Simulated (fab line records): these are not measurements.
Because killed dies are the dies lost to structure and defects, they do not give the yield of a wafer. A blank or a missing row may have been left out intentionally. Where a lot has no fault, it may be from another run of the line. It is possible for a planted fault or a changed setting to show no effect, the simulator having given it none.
Matching of chambers ; flow nandHarc ; NHARC_A_CONTACT_DEP_58 on pecvd-04 has 3 sister chambers
The step deposits SiON, target thk 60 nm. 3 wafers are shown with their chamber, then 7 later ones without.

## EACH WAFER AND ITS CHAMBER
wafer;chamber;heaterPowerW (W)
L080.4;1;731
L088.1;2;712
L088.5;0;785

## WAFERS WITHOUT THEIR CHAMBER
wafer;heaterPowerW (W)
L088.6;737
L091.1;819
L091.4;678
L091.5;794
L093.2;728
L093.3;685
L093.6;728

## EACH ONE'S CHAMBER
wafer;from the rows above;in truth
L088.6;can't be placed: 1 or 2 or 0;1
L091.1;0;0
L091.4;can't be placed: 2 or 1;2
L091.5;0;0
L093.2;can't be placed: 1 or 2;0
L093.3;can't be placed: 2 or 1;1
L093.6;can't be placed: 1 or 2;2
Correctly placed: 2 of 7. Unplaceable from these rows: 5, with the true chamber sitting among the candidates in 4. Placed wrongly: 0.
How it was worked out, from the rows above alone: a wafer's distance from a chamber is the root of the sum, over the readings, of the square of ((its reading less the chamber's mean) divided by the reading's scatter). The wafer belongs to the nearest chamber; if the next one is less than 2 further off, it can't be placed. A chamber's mean is the mean of its shown wafers. The scatter: root of mean squared gap, hidden wafer to nearest shown wafer, with one shown wafer a chamber.
